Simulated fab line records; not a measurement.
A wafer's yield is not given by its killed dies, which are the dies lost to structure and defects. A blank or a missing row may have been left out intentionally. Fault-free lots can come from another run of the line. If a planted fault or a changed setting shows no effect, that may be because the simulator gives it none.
Which tool did it? / flow nand-harc / 14 lots, 42 wafers sampled, at 5 steps of a route of 1302

WHAT EACH GAUGE READ, for each wafer
NHARC_THIN_TSV_THK_MEAS_02: measures by ir.
lot=L618; measured=day 24 06:05; on=film-metro-01; thk-nm (nm)=2997 2706 2895
lot=L619; measured=day 24 13:13; on=film-metro-02; thk-nm (nm)=3168 3055 3144
lot=L621; measured=day 25 00:59; on=film-metro-02; thk-nm (nm)=3613 3172 3128
lot=L622; measured=day 26 11:27; on=film-metro-02; thk-nm (nm)=2810 3101 3051
lot=L623; measured=day 26 04:42; on=film-metro-01; thk-nm (nm)=2532 2952 3166
lot=L626; measured=day 27 04:11; on=film-metro-02; thk-nm (nm)=2708 3137 3035
lot=L627; measured=day 27 17:17; on=film-metro-02; thk-nm (nm)=3334 3200 3085
lot=L628; measured=day 28 02:37; on=film-metro-01; thk-nm (nm)=3079 3278 3165
lot=L629; measured=day 28 14:25; on=film-metro-01; thk-nm (nm)=2842 3068 2952
lot=L631; measured=day 29 14:35; on=film-metro-01; thk-nm (nm)=3033 2694 2775
lot=L632; measured=day 29 15:48; on=film-metro-02; thk-nm (nm)=2902 2898 2874
lot=L636; measured=day 31 15:01; on=film-metro-02; thk-nm (nm)=3040 2865 2941
lot=L637; measured=day 32 11:23; on=film-metro-02; thk-nm (nm)=2909 3047 3194
lot=L639; measured=day 32 18:40; on=film-metro-01; thk-nm (nm)=3714 3085 3864

NHARC_END_SORT_01.
lot=L631; measured=day 30 07:26; on=prober-01; defect-limited-yield (%)=93 92 93; killed-at-array=41 50 48; killed-at-other=0 0 1; killed-at-periphery=5 2 1; killed-dies=46 52 50; killed-open=7 4 1; killed-short=6 2 8
lot=L637; measured=day 33 04:06; on=prober-01; defect-limited-yield (%)=44 46 42; killed-at-array=64 60 53; killed-at-other=3 0 0; killed-at-periphery=313 306 341; killed-dies=380 366 394; killed-open=3 0 5; killed-short=5 4 3
lot=L639; measured=day 33 11:53; on=prober-01; defect-limited-yield (%)=42 41 43; killed-at-array=70 58 46; killed-at-other=0 2 0; killed-at-periphery=324 341 337; killed-dies=394 401 383; killed-open=7 3 4; killed-short=2 4 1

EACH LOT AND THE TOOL THAT RAN IT (in order: tool; ch and the chambers of the sampled wafers; start)
lot=L618; NHARC_P_BONDPAD_CMP_32=cmp-03 ch 0,2, day 6 18:31; NHARC_THIN_TSV_CMP_01=cmp-01 ch 0,3, day 24 05:51; NHARC_THIN_TSV_DEP_47=pecvd-03 ch 0,2, day 24 08:56
lot=L619; NHARC_P_BONDPAD_CMP_32=cmp-01 ch 0,1,2, day 7 09:07; NHARC_THIN_TSV_CMP_01=cmp-02 ch 0,2, day 24 12:59; NHARC_THIN_TSV_DEP_47=pecvd-03 ch 1,2, day 24 16:08
lot=L621; NHARC_P_BONDPAD_CMP_32=cmp-03 ch 0,1,2, day 8 07:49; NHARC_THIN_TSV_CMP_01=cmp-01 ch 2,3, day 25 00:43; NHARC_THIN_TSV_DEP_47=pecvd-04 ch 1, day 25 03:59
lot=L622; NHARC_P_BONDPAD_CMP_32=cmp-02 ch 1,2,3, day 8 18:25; NHARC_THIN_TSV_CMP_01=cmp-03 ch 0,2,3, day 26 11:11; NHARC_THIN_TSV_DEP_47=pecvd-03 ch 0,1, day 26 14:17
lot=L623; NHARC_P_BONDPAD_CMP_32=cmp-01 ch 0,1,3, day 9 07:20; NHARC_THIN_TSV_CMP_01=cmp-03 ch 0,1,2, day 26 04:26; NHARC_THIN_TSV_DEP_47=pecvd-03 ch 0,1,2, day 26 07:34
lot=L626; NHARC_P_BONDPAD_CMP_32=cmp-03 ch 1,2, day 10 06:34; NHARC_THIN_TSV_CMP_01=cmp-02 ch 1,3, day 27 03:56; NHARC_THIN_TSV_DEP_47=pecvd-04 ch 0,2, day 27 07:05
lot=L627; NHARC_P_BONDPAD_CMP_32=cmp-01 ch 0,3, day 10 15:41; NHARC_THIN_TSV_CMP_01=cmp-01 ch 1,2, day 27 17:02; NHARC_THIN_TSV_DEP_47=pecvd-03 ch 0,1,2, day 27 20:19
lot=L628; NHARC_P_BONDPAD_CMP_32=cmp-03 ch 0,1, day 11 05:56; NHARC_THIN_TSV_CMP_01=cmp-03 ch 0,2,3, day 28 02:25; NHARC_THIN_TSV_DEP_47=pecvd-04 ch 0,1,2, day 28 05:43
lot=L629; NHARC_P_BONDPAD_CMP_32=cmp-03 ch 0,1, day 11 16:56; NHARC_THIN_TSV_CMP_01=cmp-03 ch 1,2,3, day 28 14:11; NHARC_THIN_TSV_DEP_47=pecvd-03 ch 0,1, day 28 17:19
lot=L631; NHARC_P_BONDPAD_CMP_32=cmp-03 ch 2,3, day 12 19:50; NHARC_THIN_TSV_CMP_01=cmp-01 ch 0,1,3, day 29 14:20; NHARC_THIN_TSV_DEP_47=pecvd-03 ch 0,1,2, day 29 17:31
lot=L632; NHARC_P_BONDPAD_CMP_32=cmp-03 ch 0,1,3, day 12 20:50; NHARC_THIN_TSV_CMP_01=cmp-01 ch 1,2,3, day 29 15:36; NHARC_THIN_TSV_DEP_47=pecvd-01 ch 0,1,2, day 29 18:55
lot=L636; NHARC_P_BONDPAD_CMP_32=cmp-01 ch 0,1,2, day 14 13:45; NHARC_THIN_TSV_CMP_01=cmp-01 ch 1,2,3, day 31 14:47; NHARC_THIN_TSV_DEP_47=pecvd-04 ch 1,2, day 31 17:47
lot=L637; NHARC_P_BONDPAD_CMP_32=cmp-03 ch 1,2,3, day 15 05:23; NHARC_THIN_TSV_CMP_01=cmp-02 ch 0,3, day 32 11:08; NHARC_THIN_TSV_DEP_47=pecvd-01 ch 0,2, day 32 14:19
lot=L639; NHARC_P_BONDPAD_CMP_32=cmp-03 ch 2,3, day 15 14:43; NHARC_THIN_TSV_CMP_01=cmp-03 ch 0,1, day 32 18:24; NHARC_THIN_TSV_DEP_47=pecvd-01 ch 0,1,2, day 32 21:47
- NHARC_P_BONDPAD_CMP_32: polishes SiCN, target thk 200 nm.
- NHARC_THIN_TSV_CMP_01: polishes.
- NHARC_THIN_TSV_DEP_47: deposits SiO2, target thk 200 nm.

WHAT THE TOOLS THEMSELVES READ (means of the sampled wafers that have a number; where no wafer has one, the mark that the record gives instead)
NHARC_P_BONDPAD_CMP_32.
lot=L618; tool=cmp-03; motor-current-A (A)=10.9; retaining-ring-pressure-frac=1.004
lot=L619; tool=cmp-01; motor-current-A (A)=14.1; retaining-ring-pressure-frac=1.000
lot=L621; tool=cmp-03; motor-current-A (A)=11.3; retaining-ring-pressure-frac=0.998
lot=L622; tool=cmp-02; motor-current-A (A)=12.0; retaining-ring-pressure-frac=0.998
lot=L623; tool=cmp-01; motor-current-A (A)=14.2; retaining-ring-pressure-frac=1.003
lot=L626; tool=cmp-03; motor-current-A (A)=11.9; retaining-ring-pressure-frac=1.007
lot=L627; tool=cmp-01; motor-current-A (A)=13.8; retaining-ring-pressure-frac=0.999
lot=L628; tool=cmp-03; motor-current-A (A)=11.6; retaining-ring-pressure-frac=0.996
lot=L629; tool=cmp-03; motor-current-A (A)=10.9; retaining-ring-pressure-frac=1.000
lot=L631; tool=cmp-03; motor-current-A (A)=12.6; retaining-ring-pressure-frac=0.997
lot=L632; tool=cmp-03; motor-current-A (A)=11.7; retaining-ring-pressure-frac=1.002
lot=L636; tool=cmp-01; motor-current-A (A)=14.0; retaining-ring-pressure-frac=0.996
lot=L637; tool=cmp-03; motor-current-A (A)=11.9; retaining-ring-pressure-frac=0.999
lot=L639; tool=cmp-03; motor-current-A (A)=12.2; retaining-ring-pressure-frac=0.997

NHARC_THIN_TSV_CMP_01.
lot=L618; tool=cmp-01; motor-current-A (A)=13.8; retaining-ring-pressure-frac=0.999
lot=L619; tool=cmp-02; motor-current-A (A)=11.2; retaining-ring-pressure-frac=1.000
lot=L621; tool=cmp-01; motor-current-A (A)=14.1; retaining-ring-pressure-frac=1.004
lot=L622; tool=cmp-03; motor-current-A (A)=11.3; retaining-ring-pressure-frac=0.997
lot=L623; tool=cmp-03; motor-current-A (A)=11.2; retaining-ring-pressure-frac=1.003
lot=L626; tool=cmp-02; motor-current-A (A)=12.9; retaining-ring-pressure-frac=0.996
lot=L627; tool=cmp-01; motor-current-A (A)=15.1; retaining-ring-pressure-frac=0.999
lot=L628; tool=cmp-03; motor-current-A (A)=11.7; retaining-ring-pressure-frac=0.997
lot=L629; tool=cmp-03; motor-current-A (A)=12.4; retaining-ring-pressure-frac=0.998
lot=L631; tool=cmp-01; motor-current-A (A)=14.3; retaining-ring-pressure-frac=0.995
lot=L632; tool=cmp-01; motor-current-A (A)=14.2; retaining-ring-pressure-frac=0.998
lot=L636; tool=cmp-01; motor-current-A (A)=14.1; retaining-ring-pressure-frac=1.003
lot=L637; tool=cmp-02; motor-current-A (A)=11.5; retaining-ring-pressure-frac=1.001
lot=L639; tool=cmp-03; motor-current-A (A)=10.8; retaining-ring-pressure-frac=0.998

NHARC_THIN_TSV_DEP_47.
lot=L618; tool=pecvd-03; throttle-valve-pct (%)=15.8
lot=L619; tool=pecvd-03; throttle-valve-pct (%)=15.9
lot=L621; tool=pecvd-04; throttle-valve-pct (%)=15.8
lot=L622; tool=pecvd-03; throttle-valve-pct (%)=16.2
lot=L623; tool=pecvd-03; throttle-valve-pct (%)=16.1
lot=L626; tool=pecvd-04; throttle-valve-pct (%)=16.4
lot=L627; tool=pecvd-03; throttle-valve-pct (%)=16.0
lot=L628; tool=pecvd-04; throttle-valve-pct (%)=15.8
lot=L629; tool=pecvd-03; throttle-valve-pct (%)=16.1
lot=L631; tool=pecvd-03; throttle-valve-pct (%)=16.0
lot=L632; tool=pecvd-01; throttle-valve-pct (%)=15.3
lot=L636; tool=pecvd-04; throttle-valve-pct (%)=16.3
lot=L637; tool=pecvd-01; throttle-valve-pct (%)=15.7
lot=L639; tool=pecvd-01; throttle-valve-pct (%)=15.6

THE ANSWER, worked out from the rows above alone
Rule: the lots themselves supply what counts as usual. Put in order of their means at a reading, lots are off if they are a third of the lots or fewer, leave a main group of 4 or more, and stand apart from it by a gap of 3 or more times the standard deviation of the main group's means; of several such gaps the widest counts. A main group whose means are all the same, to the digits that the tables above print for the reading, isn't used. Also off: a lot with no number at a reading for which 4 or more lots have one. The other lots that the step has rows for count as sound. Order of review: gauges by route order, followed by the tools' own readings, for which a lot's mean as printed above is used. At the first step where some lot is off, the reading lying furthest off is the one used; lots without a number count as furthest.
Across all readings shown, no lot is off: no conclusion can be drawn from this.

WHAT THE SIMULATOR PUT IN
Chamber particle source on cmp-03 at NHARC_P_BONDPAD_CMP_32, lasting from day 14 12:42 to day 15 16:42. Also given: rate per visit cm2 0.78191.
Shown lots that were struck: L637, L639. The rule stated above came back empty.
